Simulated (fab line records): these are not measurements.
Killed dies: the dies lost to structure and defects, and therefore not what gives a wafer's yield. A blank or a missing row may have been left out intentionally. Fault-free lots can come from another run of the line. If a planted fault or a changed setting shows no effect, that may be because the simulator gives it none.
Tool commonality check | flow nandHarc | Sampled: 5 lots, 15 wafers

== WHAT PROMPTED THE OPENING ==
On 3 of the 5 lots, a flag is raised at NHARC_END_SORT_01 on the reading killedAtPeriphery. No-fault wafers: 4.3, standard deviation 2.8.
Rule: flag the lot when none of its wafers has a number, or when each of its wafers that has one lies beyond 4 standard deviations from that mean. All remaining lots are regarded as sound.

lot  | measured     | on        | killedAtPeriphery, wafer by wafer | flag
L539 | day 25 20:13 | prober-02 | 4 2 0                             | 
L541 | day 26 06:37 | prober-01 | 5 2 2                             | 
L551 | day 30 18:14 | prober-01 | 645 642 644                       | FLAGGED
L550 | day 30 18:16 | prober-02 | 611 605 615                       | FLAGGED
L549 | day 31 02:07 | prober-02 | 645 634 643                       | FLAGGED
Flagged lots average 631.6: +627.3 relative to the usual, that is +99 or more standard deviations.

== EACH LOT AND THE TOOL IT RAN ON ==
The record holds 4 process steps before the reading, out of a route of 1302 steps. Every cell lists first the tool, next ch and the chambers used by the sampled wafers, and last the start.
lot  | flag    | NHARC_P_GATE_STRIP_95               | NHARC_P_CONTACT_ETCH_31           | NHARC_P_CONTACT_STRIP_28         | NHARC_P_CONTACT_PVD_32
L539 |         | plasmaAsher-01 ch 1, day 7 16:41    | rieDiel-03 ch 1,2,3, day 7 21:04  | rieDiel-04 ch 1,2, day 7 21:17   | pvdSputter-02, day 25 20:13 or earlier
L541 |         | plasmaAsher-02 ch 1, day 8 10:08    | rieDiel-03 ch 2,3, day 8 14:29    | rieDiel-03 ch 0,1,2, day 8 14:43 | pvdSputter-01, day 26 06:37 or earlier
L551 | FLAGGED | plasmaAsher-01 ch 0,1, day 12 17:43 | rieDiel-04 ch 0,2,3, day 12 22:05 | rieDiel-02 ch 2,3, day 12 22:18  | pvdSputter-01, day 30 18:14 or earlier
L550 | FLAGGED | plasmaAsher-02 ch 0,1, day 12 11:56 | rieDiel-03 ch 1,2, day 12 16:30   | rieDiel-04 ch 2,3, day 12 16:42  | pvdSputter-02, day 30 18:16 or earlier
L549 | FLAGGED | plasmaAsher-02 ch 0,1, day 11 22:32 | rieDiel-04 ch 0,1, day 12 02:55   | rieDiel-03 ch 1,3, day 12 03:08  | pvdSputter-01, day 31 02:07 or earlier
What the steps here do:
- NHARC_P_GATE_STRIP_95: strips in O2.
- NHARC_P_CONTACT_ETCH_31: etches the open film in CH3F/O2, target depth 30 nm, time 85.7 s.
- NHARC_P_CONTACT_STRIP_28: strips in O2.
- NHARC_P_CONTACT_PVD_32: deposits Ti, target thk 5 nm, time 17.7 s.
- NHARC_END_SORT_01

== FLAGGED OVER TOTAL, TOOL BY TOOL (the gauges that took the reading come last) ==
step                     | tool           | lots run | flagged | share of the flagged lots | sound lots run after its first flagged lot
NHARC_P_GATE_STRIP_95    | plasmaAsher-01 | 2        | 1       | some                      | 0
NHARC_P_GATE_STRIP_95    | plasmaAsher-02 | 3        | 2       | some                      | 0
NHARC_P_CONTACT_ETCH_31  | rieDiel-03     | 3        | 1       | some                      | 0
NHARC_P_CONTACT_ETCH_31  | rieDiel-04     | 2        | 2       | some                      | 0
NHARC_P_CONTACT_STRIP_28 | rieDiel-02     | 1        | 1       | some                      | 0
NHARC_P_CONTACT_STRIP_28 | rieDiel-03     | 2        | 1       | some                      | 0
NHARC_P_CONTACT_STRIP_28 | rieDiel-04     | 2        | 1       | some                      | 0
NHARC_P_CONTACT_PVD_32   | pvdSputter-01  | 3        | 2       | some                      | 0
NHARC_P_CONTACT_PVD_32   | pvdSputter-02  | 2        | 1       | some                      | 0
NHARC_END_SORT_01        | prober-01      | 2        | 1       | some                      | 0
NHARC_END_SORT_01        | prober-02      | 3        | 2       | some                      | 0
With no start given for some of its lots, NHARC_P_CONTACT_PVD_32 uses the hours and lot order of NHARC_END_SORT_01.

== THE TABLE: WHAT IT ALLOWS ==
No row of the table ran every flagged lot.

== WHAT HAD BEEN PUT IN BY THE SIMULATOR ==
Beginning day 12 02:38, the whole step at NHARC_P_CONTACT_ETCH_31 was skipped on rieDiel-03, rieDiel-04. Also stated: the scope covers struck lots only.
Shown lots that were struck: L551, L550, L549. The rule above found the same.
